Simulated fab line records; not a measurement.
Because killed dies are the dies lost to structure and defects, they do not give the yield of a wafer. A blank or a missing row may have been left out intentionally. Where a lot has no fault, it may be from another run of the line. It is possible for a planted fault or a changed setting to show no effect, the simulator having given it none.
Comparing a struck lot with a sound one -- flow n5_finfet -- 14 steps out of a route of 1938
Sound: these wafers, L934.3, L934.5, L934.6. Struck: wafer L943.6 (left out: L943.2, a lot-mate that was not struck); the cause follows at the end.
Per side, at each step with rows, come the tool, then ch with its chambers, and then its first start. Under that, the readings that differ: sound wafers -- struck wafers -- difference of the means -- sigmas: that difference in standard deviations of wafers without a fault.
alike: same words and numbers on both sides, and readings whose means sit less than 2 such deviations apart. not compared: any withheld reading, any reading some wafer has no value for, any bound like >300 that may hide the same value, and any number with overlapping values for which the record gives no deviation.
A row with sigmas, a row that says differs or no value, or rows on one side alone: a step with any of these is where the two part. When numbers do not overlap yet have no deviation, they are printed without sigmas and do not part them. Lack of a reading on every wafer of one side parts them only where that side has two or more wafers.

first, 8 steps without rows for these wafers: N5_PASSIVATION_HMDS_37 (time 60 s); N5_PASSIVATION_COAT_38; N5_PASSIVATION_EBR_40; N5_PASSIVATION_SOFTBAKE_39 (time 120 s); N5_PASSIVATION_EXPOSE_41 (exposes mask PASS OPEN, defocus 0 nm, target cd 40000 nm); N5_PASSIVATION_PEB_42; N5_PASSIVATION_DEVELOP_43 (develop time 60 s); N5_PASSIVATION_HARDBAKE_45 (time 120 s).
N5_PASSIVATION_CD_MEAS_44: the cd target is 40000 nm.
  sound on cd_sem-02 ch 0, day 12 02:58; struck on cd_sem-02 ch 0, day 14 18:32
  alike: cd_nm
N5_PASSIVATION_OVL_MEAS_66:
  sound on overlay-02 ch 0, day 12 03:00; struck on overlay-01 ch 0, day 14 18:34
  alike: PASS_OPEN_OVL
N5_PASSIVATION_INSPECT_67: inspects for defects (macro).
  struck on defect_inspect-02, day 14 18:35; sound on defect_inspect-01, day 12 03:01
reading,sound,struck,difference,sigmas
raw_defect_count,2 2 2,5,+3,+2
N5_PASSIVATION_DESCUM_46: chemistry O2, time 7.9 s.
  sound on rie_diel-05 ch 0,1,3, day 12 03:04; struck on rie_diel-05 ch 1, day 14 18:46
  alike: drypump_motor_current_A, oes_product_au, rf_vpp_V, showerhead_plenum_p_Torr, throttle_valve_pct
  not compared: rf_hours_counter_h
N5_PASSIVATION_PASS_ETCH_47: etches SiNx in CF4/O2, target depth 770 nm, time 385 s.
  sound on rie_diel-05 ch 0,1,3, day 12 03:05; struck on rie_diel-05 ch 1, day 14 18:48
reading,sound,struck,difference,sigmas
model.etch.depth_nm (nm),797.2 757 755.3,559.1,-210.7,
  alike: O2_flow_sccm, drypump_motor_current_A, oes_product_au, rf_vpp_V, showerhead_plenum_p_Torr, throttle_valve_pct
  not compared: rf_hours_counter_h
N5_PASSIVATION_ETCH_54: etches SiO2 in CHF3/O2, target depth 880 nm, time 440 s.
  sound on rie_diel-05 ch 0,1,3, day 12 03:19; struck on rie_diel-05 ch 1, day 14 19:02
  alike: O2_flow_sccm, drypump_motor_current_A, oes_product_au, rf_vpp_V, showerhead_plenum_p_Torr, throttle_valve_pct
  not compared: rf_hours_counter_h

## WHERE THEY PART
Within this record, at N5_PASSIVATION_INSPECT_67 only. Later steps at which nothing parts them and some readings are alike: N5_PASSIVATION_DESCUM_46, N5_PASSIVATION_PASS_ETCH_47, N5_PASSIVATION_ETCH_54.

WHY: the cause the simulator had injected
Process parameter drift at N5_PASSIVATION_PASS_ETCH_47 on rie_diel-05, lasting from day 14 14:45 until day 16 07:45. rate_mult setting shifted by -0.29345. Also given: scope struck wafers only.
